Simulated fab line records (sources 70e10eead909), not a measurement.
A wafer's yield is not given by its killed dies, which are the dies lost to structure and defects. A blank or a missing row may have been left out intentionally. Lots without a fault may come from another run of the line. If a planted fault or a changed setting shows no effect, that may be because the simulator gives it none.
Which tool is to blame? | flow nandHarc | 14 lots with 42 wafers sampled at 4 steps, on a route of 1302 steps

## WHAT THE GAUGES READ, wafer by wafer
NHARC_A_ONON_D2_THK_MEAS_02: measures by ellipsometry. Usual: thkNm 1000 nm, standard deviation 12.
lot  | measured     | on           | thkNm (nm)     | flag
L245 | day 12 10:49 | filmMetro-02 | 1017 1015 1016 | 
L246 | day 13 01:19 | filmMetro-02 | 982 983 982    | 
L247 | day 13 01:10 | filmMetro-02 | 986 987 984    | 
L248 | day 13 01:09 | filmMetro-01 | 985 986 987    | 
L249 | day 14 00:04 | filmMetro-02 | 998 999 998    | 
L250 | day 14 10:33 | filmMetro-01 | 998 998 998    | 
L255 | day 16 21:58 | filmMetro-01 | 614 1020 1021  | OFF
L257 | day 17 20:33 | filmMetro-01 | 1012 601 1011  | OFF
L260 | day 18 02:15 | filmMetro-02 | 1002 1003 1003 | 
L262 | day 19 03:53 | filmMetro-01 | 1004 1004 1004 | 
L265 | day 20 11:27 | filmMetro-02 | 1017 1018 1017 | 
L266 | day 21 04:01 | filmMetro-02 | 1008 1008 1007 | 
L267 | day 21 06:35 | filmMetro-01 | 989 989 990    | 
L268 | day 22 04:44 | filmMetro-02 | 996 994 995    | 

## WHICH TOOL RAN EACH LOT (tool, then ch and the chambers of the sampled wafers, then the start)
lot  | NHARC_A_CHANNEL_HOLE_D1_ETCH_23 | NHARC_A_CHANNEL_HOLE_D1_STRIP_27             | NHARC_A_ONON_D2_DEP_00
L245 | harEtch-01 ch 0,1, day 8 13:59  | rieDiel-13 ch 2,3, day 12 10:22 or earlier   | pecvdOnon-04 ch 0, day 12 10:22
L246 | harEtch-01 ch 0,1, day 9 08:59  | rieDiel-13 ch 0,2, day 13 00:51 or earlier   | pecvdOnon-03 ch 0, day 13 00:51
L247 | harEtch-02 ch 0,1, day 9 14:28  | rieDiel-13 ch 1,2,3, day 13 00:38 or earlier | pecvdOnon-04 ch 0, day 13 00:38
L248 | harEtch-01 ch 0,1, day 9 15:58  | rieDiel-13 ch 0,1,3, day 13 00:46 or earlier | pecvdOnon-01 ch 0, day 13 00:46
L249 | harEtch-02 ch 0,1, day 10 08:14 | rieDiel-13 ch 0,2, day 13 23:31 or earlier   | pecvdOnon-01 ch 0, day 13 23:31
L250 | harEtch-02 ch 0,1, day 10 16:34 | rieDiel-13 ch 0,3, day 14 10:02 or earlier   | pecvdOnon-03 ch 0, day 14 10:02
L255 | harEtch-02 ch 1, day 12 21:55   | rieDiel-13 ch 1,2, day 16 21:31 or earlier   | pecvdOnon-01 ch 0, day 16 21:31
L257 | harEtch-02 ch 0,1, day 14 01:49 | rieDiel-05 ch 2,3, day 17 20:10 or earlier   | pecvdOnon-01 ch 0, day 17 20:10
L260 | harEtch-01 ch 0,1, day 14 14:01 | rieDiel-13 ch 0,1,3, day 18 01:52 or earlier | pecvdOnon-04 ch 0, day 18 01:52
L262 | harEtch-02 ch 0,1, day 15 05:58 | rieDiel-05 ch 0,1,3, day 19 03:22 or earlier | pecvdOnon-03 ch 0, day 19 03:22
L265 | harEtch-01 ch 0,1, day 16 20:22 | rieDiel-13 ch 1,2, day 20 10:56 or earlier   | pecvdOnon-04 ch 0, day 20 10:56
L266 | harEtch-01 ch 0,1, day 17 12:31 | rieDiel-13 ch 0,2,3, day 21 03:38 or earlier | pecvdOnon-01 ch 0, day 21 03:38
L267 | harEtch-01 ch 0,1, day 17 16:34 | rieDiel-06 ch 0,2,3, day 21 06:08 or earlier | pecvdOnon-03 ch 0, day 21 06:08
L268 | harEtch-02 ch 0,1, day 17 23:23 | rieDiel-13 ch 2,3, day 22 04:20 or earlier   | pecvdOnon-01 ch 0, day 22 04:20
- NHARC_A_CHANNEL_HOLE_D1_ETCH_23: etches the open film in C4F8/O2/Ar, time 819 s, target depth 1600 nm.
- NHARC_A_CHANNEL_HOLE_D1_STRIP_27: strips in O2.
- NHARC_A_ONON_D2_DEP_00: target thk 1000 nm.

## AS READ BY THE TOOLS THEMSELVES (means over the sampled wafers that have a number; for cases with no such wafer, the mark the record gives instead)
NHARC_A_CHANNEL_HOLE_D1_ETCH_23. Usual: drypumpMotorCurrentA 5.8 A, standard deviation 0.73; o2FlowSccm 35.71 sccm, standard deviation 0.091; showerheadPlenumPTorr 3.69 Torr, standard deviation 0.064; throttleValvePct 32.155 %, standard deviation 0.009.
lot  | tool       | drypumpMotorCurrentA (A) | o2FlowSccm (sccm) | showerheadPlenumPTorr (Torr) | throttleValvePct (%) | flag
L245 | harEtch-01 | 6.3                      | 35.75             | 3.74                         | 32.146               | 
L246 | harEtch-01 | 6.3                      | 35.69             | 3.73                         | 32.159               | 
L247 | harEtch-02 | 5.8                      | 35.74             | 3.67                         | 32.156               | 
L248 | harEtch-01 | 5.9                      | 35.71             | 3.73                         | 32.158               | 
L249 | harEtch-02 | 5.3                      | 35.68             | 3.71                         | 32.167               | 
L250 | harEtch-02 | 5.3                      | 35.72             | 3.70                         | 32.155               | 
L255 | harEtch-02 | 6.2                      | 35.80             | 3.59                         | 32.156               | 
L257 | harEtch-02 | 5.7                      | 35.73             | 3.64                         | 32.151               | 
L260 | harEtch-01 | 6.3                      | 35.76             | 3.69                         | 32.156               | 
L262 | harEtch-02 | 5.3                      | 35.80             | 3.66                         | 32.155               | 
L265 | harEtch-01 | 6.3                      | 35.63             | 3.68                         | 32.158               | 
L266 | harEtch-01 | 6.3                      | 35.75             | 3.67                         | 32.162               | 
L267 | harEtch-01 | 6.3                      | 35.66             | 3.66                         | 32.158               | 
L268 | harEtch-02 | 5.3                      | 35.72             | 3.78                         | 32.152               | 

NHARC_A_CHANNEL_HOLE_D1_STRIP_27. Usual: drypumpMotorCurrentA 5.8 A, standard deviation 0.47; o2FlowSccm 500.0 sccm, standard deviation 1.3; oesProductAu 0.998 a.u., standard deviation 0.014; rfVppV 57.8 V, standard deviation 0.91; showerheadPlenumPTorr 3.55 Torr, standard deviation 0.1; throttleValvePct 17.037 %, standard deviation 0.0091.
lot  | tool       | drypumpMotorCurrentA (A) | o2FlowSccm (sccm) | oesProductAu (a.u.) | rfVppV (V) | showerheadPlenumPTorr (Torr) | throttleValvePct (%) | flag
L245 | rieDiel-13 | 5.7                      | 499.7             | 0.994               | 58.9       | 3.60                         | 17.041               | 
L246 | rieDiel-13 | 6.0                      | 499.0             | 0.989               | 57.6       | 3.47                         | 17.028               | 
L247 | rieDiel-13 | 6.1                      | 500.7             | 0.997               | 57.7       | 3.54                         | 17.038               | 
L248 | rieDiel-13 | 5.8                      | 499.0             | 0.994               | 58.1       | 3.54                         | 17.028               | 
L249 | rieDiel-13 | 5.8                      | 499.9             | 0.984               | 57.6       | 3.47                         | 17.029               | 
L250 | rieDiel-13 | 5.4                      | 499.7             | 0.991               | 57.8       | 3.60                         | 17.036               | 
L255 | rieDiel-13 | 6.5                      | 500.5             | 0.997               | 58.3       | 3.48                         | 17.037               | 
L257 | rieDiel-05 | 5.6                      | 500.5             | 1.000               | 58.5       | 3.61                         | 17.036               | 
L260 | rieDiel-13 | 5.8                      | 499.9             | 0.994               | 57.2       | 3.53                         | 17.030               | 
L262 | rieDiel-05 | 5.8                      | 499.7             | 1.007               | 57.9       | 3.56                         | 17.053               | 
L265 | rieDiel-13 | 6.4                      | 500.2             | 1.000               | 56.3       | 3.48                         | 17.027               | 
L266 | rieDiel-13 | 5.7                      | 499.1             | 0.989               | 57.8       | 3.52                         | 17.042               | 
L267 | rieDiel-06 | 5.5                      | 500.3             | 1.000               | 58.4       | 3.55                         | 17.036               | 
L268 | rieDiel-13 | 5.6                      | 501.5             | 1.003               | 58.2       | 3.59                         | 17.036               | 

## THE ANSWER, worked out from the rows above alone
Rule: lot off if the mean of its wafers having a number is beyond 3 standard deviations from the usual mean. A lot without any number at a reading at which 4 lots or more have one is off too. Any other lot the step has rows for is counted as sound. After the gauges, taken in route order, come the tools' own readings; for these a lot's mean is taken, as printed above. The first step at which some lot is off is used, and at that step the reading that is off furthest; a lot without a number counts as furthest.
Off at NHARC_A_ONON_D2_THK_MEAS_02 (thkNm): L255, L257.
A tool fits if, at a process step before that reading, it ran every lot that is off, and no sound lot after the first of them. The gauges at NHARC_A_ONON_D2_THK_MEAS_02 are tried like those tools. With no start given for some of its lots, NHARC_A_CHANNEL_HOLE_D1_STRIP_27 uses the hours and lot order of NHARC_A_ONON_D2_DEP_00. None of those tried fits.

## WHAT THE SIMULATOR HAD INSERTED
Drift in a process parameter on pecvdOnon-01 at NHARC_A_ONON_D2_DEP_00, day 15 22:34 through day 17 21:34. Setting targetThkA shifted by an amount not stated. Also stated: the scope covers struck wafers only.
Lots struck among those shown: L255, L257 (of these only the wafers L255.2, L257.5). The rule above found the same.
